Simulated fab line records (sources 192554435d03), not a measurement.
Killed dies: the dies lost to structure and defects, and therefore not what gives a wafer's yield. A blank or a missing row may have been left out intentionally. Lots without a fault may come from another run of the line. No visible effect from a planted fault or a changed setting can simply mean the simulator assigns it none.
Matching of chambers -- flow n5 finfet -- 4 sister chambers for N5_STI_FIN_REVEAL_ALD_14 on ald sin-02
The step deposits Si3N4, target thk 3 nm. 16 wafers are shown with their chamber, then 8 later ones without.

WAFERS, EACH WITH ITS CHAMBER
wafer,chamber,heater power w (W)
L083.1,0,858
L083.2,3,752
L083.3,1,744
L083.4,0,853
L083.5,3,731
L083.6,1,754
L084.1,1,756
L084.2,0,873
L084.3,3,748
L084.4,2,1144
L084.5,1,764
L084.6,0,859
L085.1,2,1093
L085.4,0,879
L085.5,2,1145
L086.1,2,1119

SIGNATURES, as means of the wafers listed above
reading,chamber 0,chamber 1,chamber 2,chamber 3,scatter within a chamber
heater power w,864.40,754.50,1125.25,743.67,15.2
Rule: for each reading, subtract the chamber's mean from the wafer's reading, divide by that reading's scatter and square the result; add these up over the readings and take the root, which gives the wafer's distance from the chamber. If the next closest chamber is less than 2 further off than the closest, the wafer can't be placed; otherwise it belongs to the closest. The scatter: the root of (the sum of the squares of (reading less its chamber's mean) over the shown wafers, divided by (wafers less chambers)).

WAFERS WITH NO CHAMBER GIVEN
wafer,heater power w (W)
L086.2,868
L086.3,748
L086.4,745
L086.5,1139
L086.6,764
L096.1,732
L096.5,1149
L096.6,764

WHICH CHAMBER EACH ONE RAN IN
wafer,from the rows above,in truth
L086.2,0,0
L086.3,can't be placed: 3 or 1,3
L086.4,can't be placed: 3 or 1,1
L086.5,2,2
L086.6,can't be placed: 1 or 3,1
L096.1,can't be placed: 3 or 1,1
L096.5,2,2
L096.6,can't be placed: 1 or 3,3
Correct placement for 3 of the 8. Can't be placed from these rows: 5 (the true chamber is among the candidates in 5). Wrongly placed: 0.
